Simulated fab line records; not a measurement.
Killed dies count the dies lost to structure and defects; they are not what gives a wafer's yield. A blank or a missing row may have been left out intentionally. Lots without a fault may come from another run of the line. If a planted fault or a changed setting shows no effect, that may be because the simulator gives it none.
Code-filled problem report in 8D (eight disciplines) form / flow n5-finfet / the parts of the form that need people (team, actions taken, sign-off) are left out

## 1. WHAT WENT WRONG
At N5_SD_EPI_P_EPI_MEAS_23, thk-nm averages 43.7 nm over 9 wafers from 3 lots, while fault-free wafers read 60.9 nm, standard deviation 1.4. Measured from the usual mean, that is -12 standard deviations.
First seen on wafer L795.1, day 5 15:52, on film-metro-02. The record holds 26 wafers of 9 lots with a number at this step. Rule for "out", or "out of limits": more than 4 standard deviations from the usual mean. All remaining wafers that have a number are taken as sound.

## 2. WHAT IT IS, WHAT IT ISN'T
question=which readings at this step | is=thk-nm | is not=-
question=which lots | is=L795, L796, L797 | is not=L786, L793, L794, L806, L807, L809
question=which wafers of those lots | is=all that have a number | is not=-
question=read on which gauges | is=film-metro-01, film-metro-02 | is not=-
question=when | is=from day 5 15:52 | is not=up to then (8 sound wafers); but 9 sound wafers of L806, L807, L809 came after

## 3. THE SUSPECTS, EACH WITH WHAT RULES IT OUT
Counting: any tool at a process step up to the reading is kept as a suspect provided that every lot that is out went through it and no sound lot did after the first of them.
- ruled out: the gauge at N5_SD_EPI_P_EPI_MEAS_23. 2 gauges (film-metro-01, film-metro-02) read the wafers that are out.
- plasma-asher-01 at N5_SD_EPI_P_STRIP_40 (strips in N2/H2): ruled out as a lasting fault. Sound lots L809 ran on it after its first lot that is out, L795 (day 5 13:10).
- epi-rpcvd-01 at N5_SD_EPI_P_EPI_21 (deposits SiGe:B, time 355 s): ruled out as a lasting fault. Sound lots L809 ran on it after its first lot that is out, L795 (day 5 13:41).
Left after counting: nothing in the record.

## 4. THE CAUSE (what the simulator had put in)
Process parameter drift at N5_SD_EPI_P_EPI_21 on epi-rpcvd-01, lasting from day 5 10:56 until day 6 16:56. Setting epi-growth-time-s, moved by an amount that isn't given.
The count ruled it out by mistake, since the rule takes a fault to strike every lot its tool runs from the start of the fault on, and this one did not do so.

## 5. THE EFFECT CHAIN, in route order
Rows list readings where the struck wafers' mean (over those with a number) sits beyond 3 standard deviations from the usual. Only readings for which the record gives a usual standard deviation are gone through. hours: the time from each lot's start at the first step in this table that gives one to its start at this step, as a median over the lots. sigmas: the change in usual standard deviations.
hours=0; step=N5_SD_EPI_P_EPI_MEAS_23; reading=thk-nm; usual=60.9 nm; on struck wafers=43.7; change=-17.2; sigmas=-12
hours=1; step=N5_SD_ACTIVATION_RS_MEAS_03; reading=RS_SD_P; usual=56.3 ohm/sq; on struck wafers=79.1; change=+22.8; sigmas=+25
hours=106; step=N5_BEOL_M4_RC_MEAS_101; reading=ION_P; usual=460 uA/um; on struck wafers=435; change=-25; sigmas=-3.1
hours=106; step=N5_BEOL_M4_RC_MEAS_101; reading=REXT_P; usual=100.3 ohm.um; on struck wafers=116.8; change=+16.5; sigmas=+6.3
hours=106; step=N5_BEOL_M4_RC_MEAS_101; reading=RS_SD_P; usual=66.1 ohm/sq; on struck wafers=93.2; change=+27.1; sigmas=+21
hours=106; step=N5_BEOL_M4_RC_MEAS_101; reading=VT_P_LVT; usual=-98 mV; on struck wafers=-111; change=-13; sigmas=-3.9
hours=206; step=N5_PASSIVATION_PROBE_49; reading=sort_bin_8_speed; usual=0.00 %; on struck wafers=15.26; change=+15.26; sigmas=+99 or more
hours=206; step=N5_PASSIVATION_PROBE_49; reading=sort-n-pass; usual=1077; on struck wafers=896; change=-181; sigmas=-11
hours=206; step=N5_PASSIVATION_PROBE_49; reading=sort-yield-pct; usual=91.3 %; on struck wafers=76.0; change=-15.3; sigmas=-10
Its process steps:
- N5_PASSIVATION_PROBE_49
Later steps that measure or inspect, where all struck wafers having a row at the step show a number for every such reading and not one has moved that far: N5_SD_EPI_P_INSPECT_26.

## 6. WHAT WOULD HAVE CAUGHT IT SOONER
The first out-of-limits reading at a measuring or inspecting step in this record came at day 5 15:52, 5 hours after the fault's start at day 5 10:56.
